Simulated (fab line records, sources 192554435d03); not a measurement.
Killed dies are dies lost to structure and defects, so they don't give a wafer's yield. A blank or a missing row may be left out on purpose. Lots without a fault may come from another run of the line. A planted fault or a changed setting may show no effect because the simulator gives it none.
Which tool did it? | flow n5_finfet | 9 lots, 27 wafers sampled, at 1 step of a route of 1938

WHAT THE GAUGES READ, wafer by wafer
N5_WELL_APT_CD_MEAS_25: target cd 200 nm.
lot  | measured    | on        | cd_nm (nm)
L076 | day 2 02:52 | cd_sem-01 | 203.4 203.5 202.6
L078 | day 2 15:23 | cd_sem-02 | 197.6 198.1 197.2
L081 | day 3 09:02 | cd_sem-01 | 199.2 199.0 197.5
L083 | day 3 21:14 | cd_sem-01 | 201.6 199.8 200.4
L085 | day 4 08:49 | cd_sem-02 | 199.4 199.0 203.4
L089 | day 5 09:02 | cd_sem-03 | 198.0 202.7 200.7
L091 | day 5 21:10 | cd_sem-02 | 201.7 203.4 206.0
L094 | day 6 14:56 | cd_sem-02 | 202.0 203.9 198.2
L096 | day 7 02:50 | cd_sem-02 | 202.2 200.0 199.1

WHICH TOOL RAN EACH LOT (tool, then ch and the chambers of the sampled wafers, then the start)
The record holds no process step before these readings.

THE ANSWER, worked out from the rows above alone
Rule: what is usual is taken from the lots themselves. Put in order of their means at a reading, lots are off if they are a third of the lots or fewer, leave a main group of 4 or more, and stand apart from it by a gap of 3 or more times the standard deviation of the main group's means; of several such gaps the widest counts. A main group whose means are all the same, to the digits that the tables above print for the reading, isn't used. A lot without any number at a reading at which 4 lots or more have one is off too. The other lots that the step has rows for count as sound.
No lot is off at any reading shown: from this, nothing can be told.

WHAT THE SIMULATOR HAD PUT IN
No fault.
